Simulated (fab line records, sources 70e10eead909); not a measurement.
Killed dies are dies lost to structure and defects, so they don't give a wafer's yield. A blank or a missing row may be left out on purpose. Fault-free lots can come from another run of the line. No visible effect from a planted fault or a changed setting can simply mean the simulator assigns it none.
Comparing a struck lot with a sound one | flow nand-harc | 15 steps out of a route of 1159
Sound: these wafers, L512.3, L512.4, L512.6. Struck: wafers L509.1, L509.2, L509.3. The cause is named last.
Order at every step that has rows: each side's tool, ch and its chambers, its first start. Under that, the readings that differ: sound wafers | struck wafers | difference of the means | sigmas: that difference in standard deviations of wafers without a fault.
alike: readings whose means differ by less than 2 such deviations, and words and numbers that are the same on both sides. not compared: withheld readings, readings that some wafer has no value for, bounds like >300 that may hide the same value, and numbers for which the record gives no deviation and whose values overlap.
Wherever a step has rows on one side only, a row that says differs or no value, or a row with sigmas, the two part there. Numbers that have no deviation but don't overlap get no sigmas and don't part them. Lack of a reading on every wafer of one side parts them only where that side has two or more wafers.

NHARC_A_CONTACT_INSPECT_71:
  sound on defect-inspect-01, day 21 17:18; struck on defect-inspect-01, day 20 15:48
  alike: raw-defect-count
then, 1 step without rows for these wafers: NHARC_A_CONTACT_DESCUM_74 (chemistry O2, time 3 s).
NHARC_A_CONTACT_ETCH_75: etches the open film in CF4, target depth 39 nm, time 65 s.
  sound on rie-diel-04 ch 0,3, day 21 17:34; struck on rie-diel-07 ch 0,1,2, day 20 15:56
  alike: bias-w, cf4-flow-sccm, drypump-motor-current-A, oes-product-au, rf-vpp-V, showerhead-plenum-p-Torr, throttle-valve-pct
  not compared: rf-hours-counter-h
then, 1 step without rows for these wafers: NHARC_A_CONTACT_ETCH_76 (etches the open film in N2/H2, target depth 260 nm, time 475.3 s).
NHARC_A_CONTACT_ETCH_77: etches the open film in CF4/CHF3, target depth 72.6 nm, time 36.3 s.
  sound on rie-diel-04 ch 1,2,3; struck on rie-diel-07 ch 1,2,3
  reading                | sound                | struck               | difference | sigmas
  throttle-valve-pct (%) | 16.800 16.795 16.776 | 16.814 16.803 16.814 | +0.020     | +2
  alike: bias-w, cf4-flow-sccm, drypump-motor-current-A, oes-product-au, rf-vpp-V, showerhead-plenum-p-Torr
  not compared: rf-hours-counter-h
NHARC_A_CONTACT_ETCH_78: etches the open film in O2/COS, target depth 2800 nm, time 728 s.
  sound on rie-diel-04 ch 0,2; struck on rie-diel-07 ch 0,1,3
  reading               | sound             | struck            | difference | sigmas
  oes-product-au (a.u.) | 1.020 1.005 1.003 | 0.977 0.973 0.989 | -0.030     | -2
  alike: bias-w, chamber-pressure-mTorr, drypump-motor-current-A, rf-vpp-V, showerhead-plenum-p-Torr, throttle-valve-pct
  not compared: rf-hours-counter-h
then, 4 steps without rows for these wafers: NHARC_A_CONTACT_ETCH_124 (etches the open film in C4F8/O2/Ar, time 140 s, target depth 700 nm); NHARC_A_CONTACT_ETCH_125 (etches the open film in C4F8/O2/Ar, time 155 s, target depth 956 nm); NHARC_A_CONTACT_ETCH_126 (etches the open film in C4F8/O2/Ar, time 155 s, target depth 956 nm); NHARC_A_CONTACT_ETCH_127 (etches the open film in C4F8/O2/Ar, time 155 s, target depth 956 nm).
NHARC_A_CONTACT_ETCH_128: etches the open film in C4F8/O2/Ar, time 155 s, target depth 956 nm.
  sound on har-cap-etch-03 ch 0,1, day 21 19:16; struck on har-cap-etch-01 ch 0,1, day 20 17:37
  alike: chamber-pressure-mTorr, oes-air-line-au
  not compared: rf-hours-counter-h
then, 1 step without rows for these wafers: NHARC_A_CONTACT_ETCH_129 (etches the open film in C4F8/O2/Ar, time 155 s, target depth 956 nm).
NHARC_A_CONTACT_ETCH_130: etches the open film in C4F8/O2/Ar, time 155 s, target depth 956 nm.
  sound on har-cap-etch-03 ch 0,1, day 21 19:34; struck on har-cap-etch-01 ch 0,1, day 20 17:53
  no value came back on the struck wafers for chamber-pressure-mTorr (mTorr), oes-air-line-au (a.u.); on the sound wafers chamber-pressure-mTorr (mTorr) reads 19.999 20.006 20.054
  not compared: rf-hours-counter-h
NHARC_A_CONTACT_ETCH_131: etches the open film in C4F8/O2/Ar, time 155 s, target depth 956 nm.
  sound on har-cap-etch-03 ch 0,1, day 21 19:42; struck on har-cap-etch-01 ch 0,1, day 20 18:02
  alike: chamber-pressure-mTorr, oes-air-line-au
  not compared: rf-hours-counter-h
-- break in the record here, with 3 days between the starts of the struck wafers on either side (left off in module A_CONTACT, picked up again in module END, where the first step shown is number 1159 on the route) --
NHARC_END_SORT_01:
  the record has rows for the struck wafers here (prober-01 ch 0, day 23 14:10) and none for the sound ones

== WHERE THEY PART ==
Last at NHARC_END_SORT_01 as far as this record goes, first at NHARC_A_CONTACT_ETCH_77.

WHY: what the simulator had put in
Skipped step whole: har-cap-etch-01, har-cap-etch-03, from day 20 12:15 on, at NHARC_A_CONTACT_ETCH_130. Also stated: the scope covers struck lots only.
